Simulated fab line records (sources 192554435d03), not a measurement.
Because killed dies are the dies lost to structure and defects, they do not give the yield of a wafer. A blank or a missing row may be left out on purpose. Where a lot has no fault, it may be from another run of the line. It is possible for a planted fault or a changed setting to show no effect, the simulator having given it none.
Lot-split experiment || flow n5_finfet || 39 wafers read across 7 lots, on a route 1938 steps long

== SPLIT DETAILS ==
At N5_DUMMY_GATE_ETCH_37 (etches SOC in N2/H2, target depth 60 nm, overetch 30 nm), the setting source_w was moved away from the recipe's 840 W on 15 of the 39 wafers read, by -14.5% to +17.9%. For the rest of the wafers, this setting stayed at what the recipe calls for.

The split's own step is where the reading is taken.

== THE READING ==
rf_vpp_V, in V, at N5_DUMMY_GATE_ETCH_37 (etches SOC in N2/H2, target depth 60 nm, overetch 30 nm). On this fab line, fault-free wafers typically give 524.4 V with a standard deviation of 2.9 V.

{"wafer": "L079.1", "tool, chamber at the split": "rie_diel-01, 2", "source_w as run, W": 739.7, "against the recipe": "-11.9%", "rf_vpp_V, V": 545.2, "against lot-mates on the recipe": "+18.5"}
{"wafer": "L079.2", "tool, chamber at the split": "rie_diel-01, 3", "source_w as run, W": 739.7, "against the recipe": "-11.9%", "rf_vpp_V, V": 546.7, "against lot-mates on the recipe": "+20.0"}
{"wafer": "L079.3", "tool, chamber at the split": "rie_diel-01, 0", "source_w as run, W": 840, "against the recipe": "recipe", "rf_vpp_V, V": 527.8, "against lot-mates on the recipe": "-"}
{"wafer": "L079.4", "tool, chamber at the split": "rie_diel-01, 0", "source_w as run, W": 840, "against the recipe": "recipe", "rf_vpp_V, V": 528.2, "against lot-mates on the recipe": "-"}
{"wafer": "L079.5", "tool, chamber at the split": "rie_diel-01, 2", "source_w as run, W": 840, "against the recipe": "recipe", "rf_vpp_V, V": 524.2, "against lot-mates on the recipe": "-"}
{"wafer": "L079.6", "tool, chamber at the split": "rie_diel-01, 3", "source_w as run, W": 739.7, "against the recipe": "-11.9%", "rf_vpp_V, V": 548.1, "against lot-mates on the recipe": "+21.4"}
{"wafer": "L084.1", "tool, chamber at the split": "rie_diel-03, 3", "source_w as run, W": 840, "against the recipe": "recipe", "rf_vpp_V, V": 521.5, "against lot-mates on the recipe": "-"}
{"wafer": "L084.2", "tool, chamber at the split": "rie_diel-03, 1", "source_w as run, W": 840, "against the recipe": "recipe", "rf_vpp_V, V": 525.4, "against lot-mates on the recipe": "-"}
{"wafer": "L084.3", "tool, chamber at the split": "rie_diel-03, 0", "source_w as run, W": 840, "against the recipe": "recipe", "rf_vpp_V, V": 520.4, "against lot-mates on the recipe": "-"}
{"wafer": "L084.4", "tool, chamber at the split": "rie_diel-03, 2", "source_w as run, W": 840, "against the recipe": "recipe", "rf_vpp_V, V": 528.3, "against lot-mates on the recipe": "-"}
{"wafer": "L084.5", "tool, chamber at the split": "rie_diel-03, 1", "source_w as run, W": 840, "against the recipe": "recipe", "rf_vpp_V, V": 525.4, "against lot-mates on the recipe": "-"}
{"wafer": "L084.6", "tool, chamber at the split": "rie_diel-03, 0", "source_w as run, W": 840, "against the recipe": "recipe", "rf_vpp_V, V": 521.7, "against lot-mates on the recipe": "-"}
{"wafer": "L086.1", "tool, chamber at the split": "rie_diel-04, 3", "source_w as run, W": 990.3, "against the recipe": "+17.9%", "rf_vpp_V, V": 492.9, "against lot-mates on the recipe": -31.4}
{"wafer": "L086.2", "tool, chamber at the split": "rie_diel-04, 2", "source_w as run, W": 990.3, "against the recipe": "+17.9%", "rf_vpp_V, V": 498.1, "against lot-mates on the recipe": -26.2}
{"wafer": "L086.3", "tool, chamber at the split": "rie_diel-04, 0", "source_w as run, W": 840, "against the recipe": "recipe", "rf_vpp_V, V": 526.0, "against lot-mates on the recipe": "-"}
{"wafer": "L086.4", "tool, chamber at the split": "rie_diel-04, 2", "source_w as run, W": 990.3, "against the recipe": "+17.9%", "rf_vpp_V, V": 498.8, "against lot-mates on the recipe": -25.5}
{"wafer": "L086.5", "tool, chamber at the split": "rie_diel-04, 0", "source_w as run, W": 840, "against the recipe": "recipe", "rf_vpp_V, V": 525.9, "against lot-mates on the recipe": "-"}
{"wafer": "L086.6", "tool, chamber at the split": "rie_diel-04, 3", "source_w as run, W": 840, "against the recipe": "recipe", "rf_vpp_V, V": 521.0, "against lot-mates on the recipe": "-"}
{"wafer": "L088.1", "tool, chamber at the split": "rie_diel-04, 1", "source_w as run, W": 768.2, "against the recipe": "-8.5%", "rf_vpp_V, V": 537.2, "against lot-mates on the recipe": "+11.4"}
{"wafer": "L088.2", "tool, chamber at the split": "rie_diel-04, 0", "source_w as run, W": 840, "against the recipe": "recipe", "rf_vpp_V, V": 526.6, "against lot-mates on the recipe": "-"}
{"wafer": "L088.3", "tool, chamber at the split": "rie_diel-04, 3", "source_w as run, W": 768.2, "against the recipe": "-8.5%", "rf_vpp_V, V": 536.2, "against lot-mates on the recipe": "+10.4"}
{"wafer": "L088.4", "tool, chamber at the split": "rie_diel-04, 2", "source_w as run, W": 840, "against the recipe": "recipe", "rf_vpp_V, V": 525.2, "against lot-mates on the recipe": "-"}
{"wafer": "L088.5", "tool, chamber at the split": "rie_diel-04, 2", "source_w as run, W": 840, "against the recipe": "recipe", "rf_vpp_V, V": 525.7, "against lot-mates on the recipe": "-"}
{"wafer": "L088.6", "tool, chamber at the split": "rie_diel-04, 3", "source_w as run, W": 768.2, "against the recipe": "-8.5%", "rf_vpp_V, V": 534.3, "against lot-mates on the recipe": "+8.5"}
{"wafer": "L090.1", "tool, chamber at the split": "rie_diel-03, 0", "source_w as run, W": 718.2, "against the recipe": "-14.5%", "rf_vpp_V, V": 546.6, "against lot-mates on the recipe": "+21.1"}
{"wafer": "L090.2", "tool, chamber at the split": "rie_diel-03, 1", "source_w as run, W": 840, "against the recipe": "recipe", "rf_vpp_V, V": 526.2, "against lot-mates on the recipe": "-"}
{"wafer": "L090.3", "tool, chamber at the split": "rie_diel-03, 3", "source_w as run, W": 840, "against the recipe": "recipe", "rf_vpp_V, V": 522.8, "against lot-mates on the recipe": "-"}
{"wafer": "L090.4", "tool, chamber at the split": "rie_diel-03, 2", "source_w as run, W": 840, "against the recipe": "recipe", "rf_vpp_V, V": 527.4, "against lot-mates on the recipe": "-"}
{"wafer": "L090.5", "tool, chamber at the split": "rie_diel-03, 3", "source_w as run, W": 718.2, "against the recipe": "-14.5%", "rf_vpp_V, V": 550.9, "against lot-mates on the recipe": "+25.4"}
{"wafer": "L090.6", "tool, chamber at the split": "rie_diel-03, 0", "source_w as run, W": 718.2, "against the recipe": "-14.5%", "rf_vpp_V, V": 547.9, "against lot-mates on the recipe": "+22.4"}
{"wafer": "L092.2", "tool, chamber at the split": "rie_diel-04, 2", "source_w as run, W": 840, "against the recipe": "recipe", "rf_vpp_V, V": 527.3, "against lot-mates on the recipe": "-"}
{"wafer": "L092.3", "tool, chamber at the split": "rie_diel-04, 3", "source_w as run, W": 840, "against the recipe": "recipe", "rf_vpp_V, V": 522.9, "against lot-mates on the recipe": "-"}
{"wafer": "L092.5", "tool, chamber at the split": "rie_diel-04, 0", "source_w as run, W": 840, "against the recipe": "recipe", "rf_vpp_V, V": 525.4, "against lot-mates on the recipe": "-"}
{"wafer": "L093.1", "tool, chamber at the split": "rie_diel-01, 1", "source_w as run, W": 840, "against the recipe": "recipe", "rf_vpp_V, V": 529.2, "against lot-mates on the recipe": "-"}
{"wafer": "L093.2", "tool, chamber at the split": "rie_diel-01, 0", "source_w as run, W": 913.9, "against the recipe": "+8.8%", "rf_vpp_V, V": 513.2, "against lot-mates on the recipe": -13.9}
{"wafer": "L093.3", "tool, chamber at the split": "rie_diel-01, 3", "source_w as run, W": 913.9, "against the recipe": "+8.8%", "rf_vpp_V, V": 511.3, "against lot-mates on the recipe": -15.8}
{"wafer": "L093.4", "tool, chamber at the split": "rie_diel-01, 3", "source_w as run, W": 840, "against the recipe": "recipe", "rf_vpp_V, V": 524.1, "against lot-mates on the recipe": "-"}
{"wafer": "L093.5", "tool, chamber at the split": "rie_diel-01, 1", "source_w as run, W": 840, "against the recipe": "recipe", "rf_vpp_V, V": 528.1, "against lot-mates on the recipe": "-"}
{"wafer": "L093.6", "tool, chamber at the split": "rie_diel-01, 0", "source_w as run, W": 913.9, "against the recipe": "+8.8%", "rf_vpp_V, V": 513.7, "against lot-mates on the recipe": -13.4}

THE FIT
A straight line over all 39 wafers: rf_vpp_V changes by -1.59 V for each +1% of source_w; r = -0.98; the points scatter about the line by 2.5 V.
The same after taking each lot's own level away (the mean of its wafers on the recipe; 39 wafers): -1.56 V for each +1%; r = -0.98; scatter 2.3 V.
Per that fit: largest source_w move, reading shift of 28 V.
The span of the lots' own levels, 523.78 to 527.13 V, comes to 1.2 times the standard deviation stated above.
Hence the lot-to-lot level has little effect on the slope; both slopes agree.
Check: for one of the wafers moved furthest among these (+17.9%), held out of the fit, the line's prediction against its lot-mates is -27.3 V. Against them it came out at -31.4 V.
Tool readings at the split's step, against how far the setting was moved: rf_vpp_V r = -0.98.

== OTHER SPLITS ON THESE WAFERS ==
Note: prior to the reading, these wafers also went through further splits. Each is held against what the fit with the lots' levels taken away leaves over:
{"other split on the same wafers": "N5_FIN_SAQP_HM_DEP_72 time_s", "wafers away from the commonest value": 12, "r with rf_vpp_V (lot level and that fit taken away)": "+0.02"}
{"other split on the same wafers": "N5_FIN_CUT_ETCH_21 time_s", "wafers away from the commonest value": 18, "r with rf_vpp_V (lot level and that fit taken away)": "+0.06"}

== THE FILE'S OWN FIT ==
rf_vpp_V changes by -1.56 V for each +1% of source_w, r = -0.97.
